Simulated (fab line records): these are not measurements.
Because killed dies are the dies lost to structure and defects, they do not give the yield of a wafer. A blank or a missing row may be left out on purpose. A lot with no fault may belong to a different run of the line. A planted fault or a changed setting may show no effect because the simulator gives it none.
Which tool was responsible? | flow n5-finfet | 12 lots, 36 wafers sampled, at 4 steps of a route of 1938

== WHAT THE GAUGES READ, wafer by wafer ==
N5_BEOL_M3_OVL_MEAS_12.
lot  | measured     | on         | M3_OVL (nm)
L075 | day 7 04:29  | overlay-02 | 0.7 -0.2 0.2
L076 | day 7 18:37  | overlay-02 | 0.3 -0.6 -0.4
L078 | day 8 10:04  | overlay-02 | -0.2 0.2 0.8
L081 | day 8 23:00  | overlay-02 | -0.6 0.3 -0.1
L082 | day 9 07:08  | overlay-01 | 0.8 -0.4 0.4
L085 | day 9 21:10  | overlay-01 | -0.1 0.2 -0.6
L087 | day 10 20:57 | overlay-02 | 0.0 1.3 0.6
L089 | day 11 00:22 | overlay-02 | 0.1 0.0 0.2
L091 | day 11 11:20 | overlay-01 | -0.4 -1.1 -1.3
L094 | day 12 00:28 | overlay-02 | -0.3 0.7 0.0
L095 | day 12 17:46 | overlay-02 | 0.5 0.8 0.7
L097 | day 13 05:29 | overlay-01 | -0.7 1.3 0.2

== TOOL THAT RAN EACH LOT (tool first, then ch and the chambers of the sampled wafers, then the start) ==
lot  | N5_BEOL_M2_ALD_84                   | N5_BEOL_M2_ANNEAL_89         | N5_BEOL_M2_ANNEAL_93
L075 | ald-metal-01 ch 0,3, day 6 22:22    | pvd-sputter-03, day 7 00:25  | pvd-sputter-03, day 7 00:55
L076 | ald-metal-03 ch 1,2,3, day 7 11:06  | pvd-sputter-03, day 7 14:03  | pvd-sputter-03, day 7 14:29
L078 | ald-metal-01 ch 0,2,3, day 8 05:43  | pvd-sputter-02, day 8 07:07  | pvd-sputter-02, day 8 07:34
L081 | ald-metal-01 ch 1,2, day 8 18:28    | pvd-sputter-03, day 8 19:57  | pvd-sputter-03, day 8 20:23
L082 | ald-metal-01 ch 0,1,2, day 9 01:34  | pvd-sputter-02, day 9 03:13  | pvd-sputter-02, day 9 03:40
L085 | ald-metal-03 ch 1,2,3, day 9 16:55  | pvd-sputter-03, day 9 18:32  | pvd-sputter-03, day 9 18:59
L087 | ald-metal-01 ch 0,2,3, day 10 15:02 | pvd-sputter-02, day 10 16:44 | pvd-sputter-02, day 10 17:11
L089 | ald-metal-03 ch 0,2,3, day 10 18:28 | pvd-sputter-03, day 10 21:03 | pvd-sputter-03, day 10 21:29
L091 | ald-metal-03 ch 0,3, day 11 07:01   | pvd-sputter-01, day 11 08:34 | pvd-sputter-01, day 11 09:01
L094 | ald-metal-01 ch 1,2,3, day 11 20:28 | pvd-sputter-02, day 11 21:56 | pvd-sputter-02, day 11 22:23
L095 | ald-metal-02 ch 0,3, day 12 10:55   | pvd-sputter-03, day 12 14:01 | pvd-sputter-03, day 12 14:27
L097 | ald-metal-01 ch 2,3, day 13 01:07   | pvd-sputter-02, day 13 02:47 | pvd-sputter-02, day 13 03:14
- N5_BEOL_M2_ALD_84: deposits TaN, pulse time 2 s, purge time 3 s, co reactant purge time 2 s.
- N5_BEOL_M2_ANNEAL_89: time 240 s.
- N5_BEOL_M2_ANNEAL_93: time 240 s.

== THE ANSWER, worked out from the rows above alone ==
Rule: the usual values come from the lots themselves. The widest of any qualifying gaps counts: lots, ordered by their means at a reading, are off when they make up no more than a third of the lots, leave a main group of 4 or more, and stand apart from it by 3 or more times the standard deviation of that group's means. A main group is skipped when, at the precision printed for the reading in the tables above, its means are all equal. Also off: a lot with no number at a reading for which 4 or more lots have one. All remaining lots with rows at the step are treated as sound.
Nothing can be told from this: no lot is off at any reading shown.

== WHAT THE SIMULATOR HAD INSERTED ==
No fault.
